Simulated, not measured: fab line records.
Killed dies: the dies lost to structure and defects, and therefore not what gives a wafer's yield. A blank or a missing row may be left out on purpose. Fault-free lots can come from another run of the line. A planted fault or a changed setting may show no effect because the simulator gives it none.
The tool behind it: which one? / flow nandHarc / 24 lots, 72 wafers sampled, at 6 steps of a route of 1302

== WHAT THE GAUGES SHOWED, per wafer ==
No reading from a measuring or inspecting step in the record can be judged against a usual standard deviation.

== EACH LOT AND THE TOOL THAT RAN IT (in order: tool; ch and the chambers of the sampled wafers; start) ==
lot=L074; NHARC_P_ZERO_WELL_DESCUM_39=rieDiel-05 ch 0,2,3, day 2 00:16; NHARC_P_GATE_ALD_36=aldSin-04 ch 0,3, day 5 06:44; NHARC_P_GATE_RTA_64=rtpAnneal-01 ch 0, day 5 22:35; NHARC_P_GATE_RTA_80=rtpAnneal-01 ch 0, day 5 23:12; NHARC_P_M1_DEGAS_29=pvdSputter-03, day 6 10:41; NHARC_P_M2_ANNEAL_31=rtpAnneal-02 ch 0, day 6 15:34
lot=L075; NHARC_P_ZERO_WELL_DESCUM_39=rieDiel-10 ch 0,3, day 2 10:38; NHARC_P_GATE_ALD_36=aldSin-02 ch 0,1,3, day 5 13:26; NHARC_P_GATE_RTA_64=rtpAnneal-02 ch 0, day 6 03:05; NHARC_P_GATE_RTA_80=rtpAnneal-02 ch 0, day 6 03:41; NHARC_P_M1_DEGAS_29=pvdSputter-01, day 6 15:37; NHARC_P_M2_ANNEAL_31=rtpAnneal-02 ch 0, day 6 20:31
lot=L076; NHARC_P_ZERO_WELL_DESCUM_39=rieDiel-05 ch 0,2,3, day 2 20:07; NHARC_P_GATE_ALD_36=aldSin-01 ch 1,2,3, day 5 18:22; NHARC_P_GATE_RTA_64=rtpAnneal-02 ch 0, day 6 12:23; NHARC_P_GATE_RTA_80=rtpAnneal-01 ch 0, day 6 12:59; NHARC_P_M1_DEGAS_29=pvdSputter-03, day 7 00:38; NHARC_P_M2_ANNEAL_31=rtpAnneal-02 ch 0, day 7 05:39
lot=L077; NHARC_P_ZERO_WELL_DESCUM_39=rieDiel-01 ch 2,3, day 3 06:19; NHARC_P_GATE_ALD_36=aldSin-04 ch 0,1,3, day 6 10:26; NHARC_P_GATE_RTA_64=rtpAnneal-01 ch 0, day 6 23:04; NHARC_P_GATE_RTA_80=rtpAnneal-01 ch 0, day 6 23:40; NHARC_P_M1_DEGAS_29=pvdSputter-01, day 7 11:15; NHARC_P_M2_ANNEAL_31=rtpAnneal-02 ch 0, day 7 16:08
lot=L078; NHARC_P_ZERO_WELL_DESCUM_39=rieDiel-01 ch 1,2, day 3 16:35; NHARC_P_GATE_ALD_36=aldSin-02 ch 0,1, day 7 02:51; NHARC_P_GATE_RTA_64=rtpAnneal-01 ch 0, day 7 17:29; NHARC_P_GATE_RTA_80=rtpAnneal-02 ch 0, day 7 18:05; NHARC_P_M1_DEGAS_29=pvdSputter-01, day 8 05:26; NHARC_P_M2_ANNEAL_31=rtpAnneal-01 ch 0, day 8 10:21
lot=L079; NHARC_P_ZERO_WELL_DESCUM_39=rieDiel-01 ch 0,1,2, day 4 02:29; NHARC_P_GATE_ALD_36=aldSin-01 ch 0,2,3, day 7 07:38; NHARC_P_GATE_RTA_64=rtpAnneal-02 ch 0, day 7 20:23; NHARC_P_GATE_RTA_80=rtpAnneal-01 ch 0, day 7 20:59; NHARC_P_M1_DEGAS_29=pvdSputter-01, day 8 08:33; NHARC_P_M2_ANNEAL_31=rtpAnneal-01 ch 0, day 8 13:37
lot=L080; NHARC_P_ZERO_WELL_DESCUM_39=rieDiel-01 ch 0,1,2, day 4 12:31; NHARC_P_GATE_ALD_36=aldSin-04 ch 1,3, day 7 16:17; NHARC_P_GATE_RTA_64=rtpAnneal-02 ch 0, day 8 08:17; NHARC_P_GATE_RTA_80=rtpAnneal-02 ch 0, day 8 09:02; NHARC_P_M1_DEGAS_29=pvdSputter-01, day 8 20:36; NHARC_P_M2_ANNEAL_31=rtpAnneal-02 ch 0, day 9 01:20
lot=L081; NHARC_P_ZERO_WELL_DESCUM_39=rieDiel-05 ch 0,2, day 4 22:16; NHARC_P_GATE_ALD_36=aldSin-02 ch 0,2, day 8 00:31; NHARC_P_GATE_RTA_64=rtpAnneal-01 ch 0, day 8 15:13; NHARC_P_GATE_RTA_80=rtpAnneal-02 ch 0, day 8 15:49; NHARC_P_M1_DEGAS_29=pvdSputter-01, day 9 04:14; NHARC_P_M2_ANNEAL_31=rtpAnneal-02 ch 0, day 9 09:07
lot=L082; NHARC_P_ZERO_WELL_DESCUM_39=rieDiel-05 ch 0,1,2, day 5 08:22; NHARC_P_GATE_ALD_36=aldSin-01 ch 0,1,3, day 8 15:09; NHARC_P_GATE_RTA_64=rtpAnneal-01 ch 0, day 9 06:52; NHARC_P_GATE_RTA_80=rtpAnneal-01 ch 0, day 9 07:28; NHARC_P_M1_DEGAS_29=pvdSputter-02, day 9 19:50; NHARC_P_M2_ANNEAL_31=rtpAnneal-01 ch 0, day 10 00:37
lot=L083; NHARC_P_ZERO_WELL_DESCUM_39=rieDiel-01 ch 0,1,2, day 5 18:29; NHARC_P_GATE_ALD_36=aldSin-04 ch 1,2,3, day 8 17:31; NHARC_P_GATE_RTA_64=rtpAnneal-02 ch 0, day 9 07:15; NHARC_P_GATE_RTA_80=rtpAnneal-02 ch 0, day 9 07:52; NHARC_P_M1_DEGAS_29=pvdSputter-01, day 9 20:00; NHARC_P_M2_ANNEAL_31=rtpAnneal-02 ch 0, day 10 00:52
lot=L084; NHARC_P_ZERO_WELL_DESCUM_39=rieDiel-05 ch 0,2,3, day 6 04:08; NHARC_P_GATE_ALD_36=aldSin-02 ch 0,1, day 9 12:46; NHARC_P_GATE_RTA_64=rtpAnneal-01 ch 0, day 10 03:37; NHARC_P_GATE_RTA_80=rtpAnneal-01 ch 0, day 10 04:12; NHARC_P_M1_DEGAS_29=pvdSputter-03, day 10 16:04; NHARC_P_M2_ANNEAL_31=rtpAnneal-01 ch 0, day 10 21:20
lot=L085; NHARC_P_ZERO_WELL_DESCUM_39=rieDiel-05 ch 2,3, day 6 14:21; NHARC_P_GATE_ALD_36=aldSin-04 ch 0,2, day 10 00:44; NHARC_P_GATE_RTA_64=rtpAnneal-01 ch 0, day 10 15:23; NHARC_P_GATE_RTA_80=rtpAnneal-02 ch 0, day 10 16:08; NHARC_P_M1_DEGAS_29=pvdSputter-01, day 11 04:01; NHARC_P_M2_ANNEAL_31=rtpAnneal-02 ch 0, day 11 08:58
lot=L086; NHARC_P_ZERO_WELL_DESCUM_39=rieDiel-10 ch 0,2,3, day 7 00:19; NHARC_P_GATE_ALD_36=aldSin-02 ch 0,1,2, day 10 01:49; NHARC_P_GATE_RTA_64=rtpAnneal-02 ch 0, day 10 17:25; NHARC_P_GATE_RTA_80=rtpAnneal-02 ch 0, day 10 18:01; NHARC_P_M1_DEGAS_29=pvdSputter-02, day 11 06:25; NHARC_P_M2_ANNEAL_31=rtpAnneal-02 ch 0, day 11 11:32
lot=L087; NHARC_P_ZERO_WELL_DESCUM_39=rieDiel-10 ch 0,1,3, day 7 10:17; NHARC_P_GATE_ALD_36=aldSin-01 ch 0,1,3, day 10 15:11; NHARC_P_GATE_RTA_64=rtpAnneal-01 ch 0, day 11 03:57; NHARC_P_GATE_RTA_80=rtpAnneal-02 ch 0, day 11 04:33; NHARC_P_M1_DEGAS_29=pvdSputter-03, day 11 16:44; NHARC_P_M2_ANNEAL_31=rtpAnneal-01 ch 0, day 11 21:48
lot=L088; NHARC_P_ZERO_WELL_DESCUM_39=rieDiel-05 ch 0,1,2, day 7 20:43; NHARC_P_GATE_ALD_36=aldSin-04 ch 1,2,3, day 11 03:30; NHARC_P_GATE_RTA_64=rtpAnneal-01 ch 0, day 11 20:00; NHARC_P_GATE_RTA_80=rtpAnneal-01 ch 0, day 11 20:36; NHARC_P_M1_DEGAS_29=pvdSputter-03, day 12 08:47; NHARC_P_M2_ANNEAL_31=rtpAnneal-02 ch 0, day 12 13:46
lot=L089; NHARC_P_ZERO_WELL_DESCUM_39=rieDiel-01 ch 1,2,3, day 8 06:02; NHARC_P_GATE_ALD_36=aldSin-02 ch 0,1,3, day 11 06:50; NHARC_P_GATE_RTA_64=rtpAnneal-01 ch 0, day 11 19:18; NHARC_P_GATE_RTA_80=rtpAnneal-02 ch 0, day 11 19:53; NHARC_P_M1_DEGAS_29=pvdSputter-03, day 12 07:27; NHARC_P_M2_ANNEAL_31=rtpAnneal-01 ch 0, day 12 12:37
lot=L090; NHARC_P_ZERO_WELL_DESCUM_39=rieDiel-05 ch 0,3, day 8 16:23; NHARC_P_GATE_ALD_36=aldSin-01 ch 0,2, day 12 03:45; NHARC_P_GATE_RTA_64=rtpAnneal-01 ch 0, day 12 19:04; NHARC_P_GATE_RTA_80=rtpAnneal-02 ch 0, day 12 19:40; NHARC_P_M1_DEGAS_29=pvdSputter-03, day 13 07:40; NHARC_P_M2_ANNEAL_31=rtpAnneal-01 ch 0, day 13 12:59
lot=L091; NHARC_P_ZERO_WELL_DESCUM_39=rieDiel-05 ch 1,2, day 9 02:19; NHARC_P_GATE_ALD_36=aldSin-02 ch 2,3, day 12 05:06; NHARC_P_GATE_RTA_64=rtpAnneal-01 ch 0, day 12 20:58; NHARC_P_GATE_RTA_80=rtpAnneal-01 ch 0, day 12 21:34; NHARC_P_M1_DEGAS_29=pvdSputter-03, day 13 10:12; NHARC_P_M2_ANNEAL_31=rtpAnneal-02 ch 0, day 13 15:11
lot=L092; NHARC_P_ZERO_WELL_DESCUM_39=rieDiel-10 ch 0,1,2, day 9 14:19; NHARC_P_GATE_ALD_36=aldSin-04 ch 0,2, day 12 21:12; NHARC_P_GATE_RTA_64=rtpAnneal-01 ch 0, day 13 14:54; NHARC_P_GATE_RTA_80=rtpAnneal-01 ch 0, day 13 15:31; NHARC_P_M1_DEGAS_29=pvdSputter-01, day 14 03:04; NHARC_P_M2_ANNEAL_31=rtpAnneal-02 ch 0, day 14 08:05
lot=L093; NHARC_P_ZERO_WELL_DESCUM_39=rieDiel-05 ch 0,3, day 9 22:31; NHARC_P_GATE_ALD_36=aldSin-01 ch 0,1, day 13 08:29; NHARC_P_GATE_RTA_64=rtpAnneal-02 ch 0, day 13 23:10; NHARC_P_GATE_RTA_80=rtpAnneal-01 ch 0, day 13 23:46; NHARC_P_M1_DEGAS_29=pvdSputter-03, day 14 11:42; NHARC_P_M2_ANNEAL_31=rtpAnneal-01 ch 0, day 14 16:58
lot=L094; NHARC_P_ZERO_WELL_DESCUM_39=rieDiel-10 ch 1,3, day 10 08:56; NHARC_P_GATE_ALD_36=aldSin-02 ch 0,1, day 13 18:38; NHARC_P_GATE_RTA_64=rtpAnneal-02 ch 0, day 14 10:34; NHARC_P_GATE_RTA_80=rtpAnneal-01 ch 0, day 14 11:10; NHARC_P_M1_DEGAS_29=pvdSputter-02, day 14 23:15; NHARC_P_M2_ANNEAL_31=rtpAnneal-01 ch 0, day 15 04:08
lot=L095; NHARC_P_ZERO_WELL_DESCUM_39=rieDiel-01 ch 1,2,3, day 10 18:14; NHARC_P_GATE_ALD_36=aldSin-04 ch 0,2,3, day 13 19:04; NHARC_P_GATE_RTA_64=rtpAnneal-01 ch 0, day 14 09:47; NHARC_P_GATE_RTA_80=rtpAnneal-01 ch 0, day 14 10:23; NHARC_P_M1_DEGAS_29=pvdSputter-03, day 14 22:01; NHARC_P_M2_ANNEAL_31=rtpAnneal-02 ch 0, day 15 02:54
lot=L096; NHARC_P_ZERO_WELL_DESCUM_39=rieDiel-05 ch 0,2,3, day 11 04:28; NHARC_P_GATE_ALD_36=aldSin-01 ch 1,2,3, day 14 04:31; NHARC_P_GATE_RTA_64=rtpAnneal-02 ch 0, day 14 20:22; NHARC_P_GATE_RTA_80=rtpAnneal-02 ch 0, day 14 20:58; NHARC_P_M1_DEGAS_29=pvdSputter-01, day 15 08:39; NHARC_P_M2_ANNEAL_31=rtpAnneal-01 ch 0, day 15 13:45
lot=L097; NHARC_P_ZERO_WELL_DESCUM_39=rieDiel-01 ch 0,1,2, day 11 14:27; NHARC_P_GATE_ALD_36=aldSin-04 ch 1,2,3, day 14 19:49; NHARC_P_GATE_RTA_64=rtpAnneal-02 ch 0, day 15 10:34; NHARC_P_GATE_RTA_80=rtpAnneal-01 ch 0, day 15 11:10; NHARC_P_M1_DEGAS_29=pvdSputter-03, day 15 22:53; NHARC_P_M2_ANNEAL_31=rtpAnneal-01 ch 0, day 16 03:53
- NHARC_P_ZERO_WELL_DESCUM_39: chemistry O2, time 3 s.
- NHARC_P_GATE_ALD_36: deposits SiNx, target thk 20 nm, pulse time 60 s, ald cycles 223.
- NHARC_P_GATE_RTA_64: time 1 s.
- NHARC_P_GATE_RTA_80: time 30 s.
- NHARC_P_M1_DEGAS_29: time 60 s.
- NHARC_P_M2_ANNEAL_31: time 90 s.

== WHAT THE TOOLS THEMSELVES READ (means of the sampled wafers that have a number; where no wafer has one, the mark that the record gives instead) ==
NHARC_P_ZERO_WELL_DESCUM_39. Usual: drypumpMotorCurrentA 5.6 A, standard deviation 0.46; oesProductAu 1.004 a.u., standard deviation 0.007; rfVppV 58.0 V, standard deviation 0.9; showerheadPlenumPTorr 1.96 Torr, standard deviation 0.075; throttleValvePct 11.311 %, standard deviation 0.0085.
lot=L074; tool=rieDiel-05; drypumpMotorCurrentA (A)=5.1; oesProductAu (a.u.)=1.007; rfVppV (V)=58.3; showerheadPlenumPTorr (Torr)=1.98; throttleValvePct (%)=11.314; flag=
lot=L075; tool=rieDiel-10; drypumpMotorCurrentA (A)=5.3; oesProductAu (a.u.)=1.007; rfVppV (V)=57.7; showerheadPlenumPTorr (Torr)=1.95; throttleValvePct (%)=11.312; flag=
lot=L076; tool=rieDiel-05; drypumpMotorCurrentA (A)=5.2; oesProductAu (a.u.)=0.996; rfVppV (V)=58.1; showerheadPlenumPTorr (Torr)=1.97; throttleValvePct (%)=11.304; flag=
lot=L077; tool=rieDiel-01; drypumpMotorCurrentA (A)=5.6; oesProductAu (a.u.)=1.007; rfVppV (V)=58.2; showerheadPlenumPTorr (Torr)=1.97; throttleValvePct (%)=11.308; flag=
lot=L078; tool=rieDiel-01; drypumpMotorCurrentA (A)=5.7; oesProductAu (a.u.)=1.004; rfVppV (V)=58.2; showerheadPlenumPTorr (Torr)=2.00; throttleValvePct (%)=11.308; flag=
lot=L079; tool=rieDiel-01; drypumpMotorCurrentA (A)=5.7; oesProductAu (a.u.)=0.995; rfVppV (V)=58.7; showerheadPlenumPTorr (Torr)=2.01; throttleValvePct (%)=11.305; flag=
lot=L080; tool=rieDiel-01; drypumpMotorCurrentA (A)=5.7; oesProductAu (a.u.)=1.007; rfVppV (V)=58.0; showerheadPlenumPTorr (Torr)=2.00; throttleValvePct (%)=11.312; flag=
lot=L081; tool=rieDiel-05; drypumpMotorCurrentA (A)=5.2; oesProductAu (a.u.)=1.001; rfVppV (V)=58.4; showerheadPlenumPTorr (Torr)=2.00; throttleValvePct (%)=11.319; flag=
lot=L082; tool=rieDiel-05; drypumpMotorCurrentA (A)=5.4; oesProductAu (a.u.)=0.998; rfVppV (V)=58.9; showerheadPlenumPTorr (Torr)=1.95; throttleValvePct (%)=11.313; flag=
lot=L083; tool=rieDiel-01; drypumpMotorCurrentA (A)=5.7; oesProductAu (a.u.)=0.996; rfVppV (V)=58.6; showerheadPlenumPTorr (Torr)=2.00; throttleValvePct (%)=11.303; flag=
lot=L084; tool=rieDiel-05; drypumpMotorCurrentA (A)=5.1; oesProductAu (a.u.)=1.000; rfVppV (V)=57.4; showerheadPlenumPTorr (Torr)=1.97; throttleValvePct (%)=11.310; flag=
lot=L085; tool=rieDiel-05; drypumpMotorCurrentA (A)=5.0; oesProductAu (a.u.)=1.003; rfVppV (V)=58.7; showerheadPlenumPTorr (Torr)=1.99; throttleValvePct (%)=11.310; flag=
lot=L086; tool=rieDiel-10; drypumpMotorCurrentA (A)=5.6; oesProductAu (a.u.)=0.998; rfVppV (V)=58.9; showerheadPlenumPTorr (Torr)=1.96; throttleValvePct (%)=11.304; flag=
lot=L087; tool=rieDiel-10; drypumpMotorCurrentA (A)=5.8; oesProductAu (a.u.)=1.012; rfVppV (V)=57.4; showerheadPlenumPTorr (Torr)=1.94; throttleValvePct (%)=11.326; flag=
lot=L088; tool=rieDiel-05; drypumpMotorCurrentA (A)=5.3; oesProductAu (a.u.)=0.999; rfVppV (V)=57.5; showerheadPlenumPTorr (Torr)=1.95; throttleValvePct (%)=11.309; flag=
lot=L089; tool=rieDiel-01; drypumpMotorCurrentA (A)=5.8; oesProductAu (a.u.)=1.005; rfVppV (V)=59.4; showerheadPlenumPTorr (Torr)=1.99; throttleValvePct (%)=11.310; flag=
lot=L090; tool=rieDiel-05; drypumpMotorCurrentA (A)=5.3; oesProductAu (a.u.)=1.011; rfVppV (V)=57.5; showerheadPlenumPTorr (Torr)=1.90; throttleValvePct (%)=11.312; flag=
lot=L091; tool=rieDiel-05; drypumpMotorCurrentA (A)=5.7; oesProductAu (a.u.)=1.007; rfVppV (V)=57.3; showerheadPlenumPTorr (Torr)=1.89; throttleValvePct (%)=11.316; flag=
lot=L092; tool=rieDiel-10; drypumpMotorCurrentA (A)=5.8; oesProductAu (a.u.)=1.004; rfVppV (V)=58.3; showerheadPlenumPTorr (Torr)=1.99; throttleValvePct (%)=11.312; flag=
lot=L093; tool=rieDiel-05; drypumpMotorCurrentA (A)=5.3; oesProductAu (a.u.)=1.007; rfVppV (V)=58.1; showerheadPlenumPTorr (Torr)=1.90; throttleValvePct (%)=11.307; flag=
lot=L094; tool=rieDiel-10; drypumpMotorCurrentA (A)=6.2; oesProductAu (a.u.)=0.999; rfVppV (V)=58.1; showerheadPlenumPTorr (Torr)=1.94; throttleValvePct (%)=11.304; flag=
lot=L095; tool=rieDiel-01; drypumpMotorCurrentA (A)=5.8; oesProductAu (a.u.)=1.013; rfVppV (V)=58.0; showerheadPlenumPTorr (Torr)=1.99; throttleValvePct (%)=11.306; flag=
lot=L096; tool=rieDiel-05; drypumpMotorCurrentA (A)=5.1; oesProductAu (a.u.)=1.003; rfVppV (V)=57.4; showerheadPlenumPTorr (Torr)=1.96; throttleValvePct (%)=11.308; flag=
lot=L097; tool=rieDiel-01; drypumpMotorCurrentA (A)=5.7; oesProductAu (a.u.)=1.003; rfVppV (V)=58.5; showerheadPlenumPTorr (Torr)=1.99; throttleValvePct (%)=11.318; flag=

NHARC_P_GATE_ALD_36. Usual: heaterPowerW 873 W, standard deviation 64; precursorPulseHeightRel 1.000, standard deviation 0.019.
lot=L074; tool=aldSin-04; heaterPowerW (W)=898; precursorPulseHeightRel=1.009; flag=
lot=L075; tool=aldSin-02; heaterPowerW (W)=824; precursorPulseHeightRel=0.993; flag=
lot=L076; tool=aldSin-01; heaterPowerW (W)=926; precursorPulseHeightRel=0.998; flag=
lot=L077; tool=aldSin-04; heaterPowerW (W)=873; precursorPulseHeightRel=1.013; flag=
lot=L078; tool=aldSin-02; heaterPowerW (W)=811; precursorPulseHeightRel=0.992; flag=
lot=L079; tool=aldSin-01; heaterPowerW (W)=924; precursorPulseHeightRel=1.013; flag=
lot=L080; tool=aldSin-04; heaterPowerW (W)=856; precursorPulseHeightRel=1.016; flag=
lot=L081; tool=aldSin-02; heaterPowerW (W)=888; precursorPulseHeightRel=0.995; flag=
lot=L082; tool=aldSin-01; heaterPowerW (W)=911; precursorPulseHeightRel=1.020; flag=
lot=L083; tool=aldSin-04; heaterPowerW (W)=844; precursorPulseHeightRel=1.002; flag=
lot=L084; tool=aldSin-02; heaterPowerW (W)=837; precursorPulseHeightRel=1.003; flag=
lot=L085; tool=aldSin-04; heaterPowerW (W)=906; precursorPulseHeightRel=1.000; flag=
lot=L086; tool=aldSin-02; heaterPowerW (W)=847; precursorPulseHeightRel=0.998; flag=
lot=L087; tool=aldSin-01; heaterPowerW (W)=906; precursorPulseHeightRel=0.982; flag=
lot=L088; tool=aldSin-04; heaterPowerW (W)=866; precursorPulseHeightRel=0.988; flag=
lot=L089; tool=aldSin-02; heaterPowerW (W)=819; precursorPulseHeightRel=0.990; flag=
lot=L090; tool=aldSin-01; heaterPowerW (W)=946; precursorPulseHeightRel=1.010; flag=
lot=L091; tool=aldSin-02; heaterPowerW (W)=853; precursorPulseHeightRel=1.006; flag=
lot=L092; tool=aldSin-04; heaterPowerW (W)=869; precursorPulseHeightRel=1.000; flag=
lot=L093; tool=aldSin-01; heaterPowerW (W)=874; precursorPulseHeightRel=1.001; flag=
lot=L094; tool=aldSin-02; heaterPowerW (W)=803; precursorPulseHeightRel=0.990; flag=
lot=L095; tool=aldSin-04; heaterPowerW (W)=882; precursorPulseHeightRel=0.993; flag=
lot=L096; tool=aldSin-01; heaterPowerW (W)=961; precursorPulseHeightRel=1.000; flag=
lot=L097; tool=aldSin-04; heaterPowerW (W)=863; precursorPulseHeightRel=0.995; flag=

NHARC_P_GATE_RTA_64. Usual: lampPowerPct 35.1 %, standard deviation 2.1; wafer_temp_C_max 1056.8, standard deviation 2.4.
lot=L074; tool=rtpAnneal-01; lampPowerPct (%)=33.3; wafer_temp_C_max=1058.3; flag=
lot=L075; tool=rtpAnneal-02; lampPowerPct (%)=37.6; wafer_temp_C_max=1054.9; flag=
lot=L076; tool=rtpAnneal-02; lampPowerPct (%)=37.6; wafer_temp_C_max=1054.0; flag=
lot=L077; tool=rtpAnneal-01; lampPowerPct (%)=33.3; wafer_temp_C_max=1057.8; flag=
lot=L078; tool=rtpAnneal-01; lampPowerPct (%)=33.3; wafer_temp_C_max=1059.5; flag=
lot=L079; tool=rtpAnneal-02; lampPowerPct (%)=37.5; wafer_temp_C_max=1054.2; flag=
lot=L080; tool=rtpAnneal-02; lampPowerPct (%)=37.6; wafer_temp_C_max=1055.0; flag=
lot=L081; tool=rtpAnneal-01; lampPowerPct (%)=33.3; wafer_temp_C_max=1060.2; flag=
lot=L082; tool=rtpAnneal-01; lampPowerPct (%)=33.3; wafer_temp_C_max=1058.9; flag=
lot=L083; tool=rtpAnneal-02; lampPowerPct (%)=37.6; wafer_temp_C_max=1053.7; flag=
lot=L084; tool=rtpAnneal-01; lampPowerPct (%)=33.2; wafer_temp_C_max=1059.3; flag=
lot=L085; tool=rtpAnneal-01; lampPowerPct (%)=33.3; wafer_temp_C_max=1058.4; flag=
lot=L086; tool=rtpAnneal-02; lampPowerPct (%)=37.6; wafer_temp_C_max=1054.6; flag=
lot=L087; tool=rtpAnneal-01; lampPowerPct (%)=33.3; wafer_temp_C_max=1059.0; flag=
lot=L088; tool=rtpAnneal-01; lampPowerPct (%)=33.3; wafer_temp_C_max=1060.3; flag=
lot=L089; tool=rtpAnneal-01; lampPowerPct (%)=33.3; wafer_temp_C_max=1059.2; flag=
lot=L090; tool=rtpAnneal-01; lampPowerPct (%)=33.3; wafer_temp_C_max=1057.4; flag=
lot=L091; tool=rtpAnneal-01; lampPowerPct (%)=33.3; wafer_temp_C_max=1058.3; flag=
lot=L092; tool=rtpAnneal-01; lampPowerPct (%)=33.3; wafer_temp_C_max=1057.8; flag=
lot=L093; tool=rtpAnneal-02; lampPowerPct (%)=37.6; wafer_temp_C_max=1054.4; flag=
lot=L094; tool=rtpAnneal-02; lampPowerPct (%)=37.6; wafer_temp_C_max=1055.1; flag=
lot=L095; tool=rtpAnneal-01; lampPowerPct (%)=33.3; wafer_temp_C_max=1059.0; flag=
lot=L096; tool=rtpAnneal-02; lampPowerPct (%)=37.6; wafer_temp_C_max=1054.7; flag=
lot=L097; tool=rtpAnneal-02; lampPowerPct (%)=37.6; wafer_temp_C_max=1053.8; flag=

NHARC_P_GATE_RTA_80. Usual: wafer_temp_C_max 301.9, standard deviation 0.65.
lot=L074 tool=rtpAnneal-01 wafer_temp_C_max=302.2 flag=
lot=L075 tool=rtpAnneal-02 wafer_temp_C_max=301.5 flag=
lot=L076 tool=rtpAnneal-01 wafer_temp_C_max=302.6 flag=
lot=L077 tool=rtpAnneal-01 wafer_temp_C_max=302.6 flag=
lot=L078 tool=rtpAnneal-02 wafer_temp_C_max=301.6 flag=
lot=L079 tool=rtpAnneal-01 wafer_temp_C_max=302.0 flag=
lot=L080 tool=rtpAnneal-02 wafer_temp_C_max=301.4 flag=
lot=L081 tool=rtpAnneal-02 wafer_temp_C_max=301.3 flag=
lot=L082 tool=rtpAnneal-01 wafer_temp_C_max=301.8 flag=
lot=L083 tool=rtpAnneal-02 wafer_temp_C_max=301.3 flag=
lot=L084 tool=rtpAnneal-01 wafer_temp_C_max=302.1 flag=
lot=L085 tool=rtpAnneal-02 wafer_temp_C_max=301.4 flag=
lot=L086 tool=rtpAnneal-02 wafer_temp_C_max=301.2 flag=
lot=L087 tool=rtpAnneal-02 wafer_temp_C_max=301.6 flag=
lot=L088 tool=rtpAnneal-01 wafer_temp_C_max=301.9 flag=
lot=L089 tool=rtpAnneal-02 wafer_temp_C_max=301.3 flag=
lot=L090 tool=rtpAnneal-02 wafer_temp_C_max=301.3 flag=
lot=L091 tool=rtpAnneal-01 wafer_temp_C_max=302.2 flag=
lot=L092 tool=rtpAnneal-01 wafer_temp_C_max=302.1 flag=
lot=L093 tool=rtpAnneal-01 wafer_temp_C_max=302.6 flag=
lot=L094 tool=rtpAnneal-01 wafer_temp_C_max=302.5 flag=
lot=L095 tool=rtpAnneal-01 wafer_temp_C_max=302.8 flag=
lot=L096 tool=rtpAnneal-02 wafer_temp_C_max=301.3 flag=
lot=L097 tool=rtpAnneal-01 wafer_temp_C_max=302.3 flag=

NHARC_P_M1_DEGAS_29. Usual: heaterPowerW 323 W, standard deviation 34.
lot=L074; tool=pvdSputter-03; heaterPowerW (W)=351; flag=
lot=L075; tool=pvdSputter-01; heaterPowerW (W)=309; flag=
lot=L076; tool=pvdSputter-03; heaterPowerW (W)=320; flag=
lot=L077; tool=pvdSputter-01; heaterPowerW (W)=302; flag=
lot=L078; tool=pvdSputter-01; heaterPowerW (W)=322; flag=
lot=L079; tool=pvdSputter-01; heaterPowerW (W)=340; flag=
lot=L080; tool=pvdSputter-01; heaterPowerW (W)=306; flag=
lot=L081; tool=pvdSputter-01; heaterPowerW (W)=341; flag=
lot=L082; tool=pvdSputter-02; heaterPowerW (W)=321; flag=
lot=L083; tool=pvdSputter-01; heaterPowerW (W)=321; flag=
lot=L084; tool=pvdSputter-03; heaterPowerW (W)=327; flag=
lot=L085; tool=pvdSputter-01; heaterPowerW (W)=329; flag=
lot=L086; tool=pvdSputter-02; heaterPowerW (W)=336; flag=
lot=L087; tool=pvdSputter-03; heaterPowerW (W)=326; flag=
lot=L088; tool=pvdSputter-03; heaterPowerW (W)=326; flag=
lot=L089; tool=pvdSputter-03; heaterPowerW (W)=322; flag=
lot=L090; tool=pvdSputter-03; heaterPowerW (W)=300; flag=
lot=L091; tool=pvdSputter-03; heaterPowerW (W)=301; flag=
lot=L092; tool=pvdSputter-01; heaterPowerW (W)=317; flag=
lot=L093; tool=pvdSputter-03; heaterPowerW (W)=324; flag=
lot=L094; tool=pvdSputter-02; heaterPowerW (W)=293; flag=
lot=L095; tool=pvdSputter-03; heaterPowerW (W)=334; flag=
lot=L096; tool=pvdSputter-01; heaterPowerW (W)=334; flag=
lot=L097; tool=pvdSputter-03; heaterPowerW (W)=337; flag=

NHARC_P_M2_ANNEAL_31. Usual: wafer_temp_C_max 226.3, standard deviation 0.48.
lot=L074 tool=rtpAnneal-02 wafer_temp_C_max=226.1 flag=
lot=L075 tool=rtpAnneal-02 wafer_temp_C_max=226.0 flag=
lot=L076 tool=rtpAnneal-02 wafer_temp_C_max=226.1 flag=
lot=L077 tool=rtpAnneal-02 wafer_temp_C_max=226.1 flag=
lot=L078 tool=rtpAnneal-01 wafer_temp_C_max=226.8 flag=
lot=L079 tool=rtpAnneal-01 wafer_temp_C_max=226.8 flag=
lot=L080 tool=rtpAnneal-02 wafer_temp_C_max=225.8 flag=
lot=L081 tool=rtpAnneal-02 wafer_temp_C_max=226.0 flag=
lot=L082 tool=rtpAnneal-01 wafer_temp_C_max=226.8 flag=
lot=L083 tool=rtpAnneal-02 wafer_temp_C_max=226.0 flag=
lot=L084 tool=rtpAnneal-01 wafer_temp_C_max=226.4 flag=
lot=L085 tool=rtpAnneal-02 wafer_temp_C_max=226.1 flag=
lot=L086 tool=rtpAnneal-02 wafer_temp_C_max=225.9 flag=
lot=L087 tool=rtpAnneal-01 wafer_temp_C_max=226.9 flag=
lot=L088 tool=rtpAnneal-02 wafer_temp_C_max=226.0 flag=
lot=L089 tool=rtpAnneal-01 wafer_temp_C_max=226.6 flag=
lot=L090 tool=rtpAnneal-01 wafer_temp_C_max=226.8 flag=
lot=L091 tool=rtpAnneal-02 wafer_temp_C_max=226.3 flag=
lot=L092 tool=rtpAnneal-02 wafer_temp_C_max=225.9 flag=
lot=L093 tool=rtpAnneal-01 wafer_temp_C_max=227.1 flag=
lot=L094 tool=rtpAnneal-01 wafer_temp_C_max=227.0 flag=
lot=L095 tool=rtpAnneal-02 wafer_temp_C_max=225.8 flag=
lot=L096 tool=rtpAnneal-01 wafer_temp_C_max=226.9 flag=
lot=L097 tool=rtpAnneal-01 wafer_temp_C_max=226.6 flag=

== THE ANSWER, worked out from the rows above alone ==
Rule: take the mean of a lot's wafers that have a number; if it is more than 3 standard deviations from the usual mean, the lot is off. Also off: a lot with no number at a reading for which 4 or more lots have one. All remaining lots with rows at the step are treated as sound. Order of review: gauges by route order, followed by the tools' own readings, for which a lot's mean as printed above is used. The first step at which some lot is off is used, and at that step the reading that is off furthest; a lot without a number counts as furthest.
No lot is off on any of the readings shown, so nothing can be concluded from this.

== WHAT THE SIMULATOR HAD PUT IN ==
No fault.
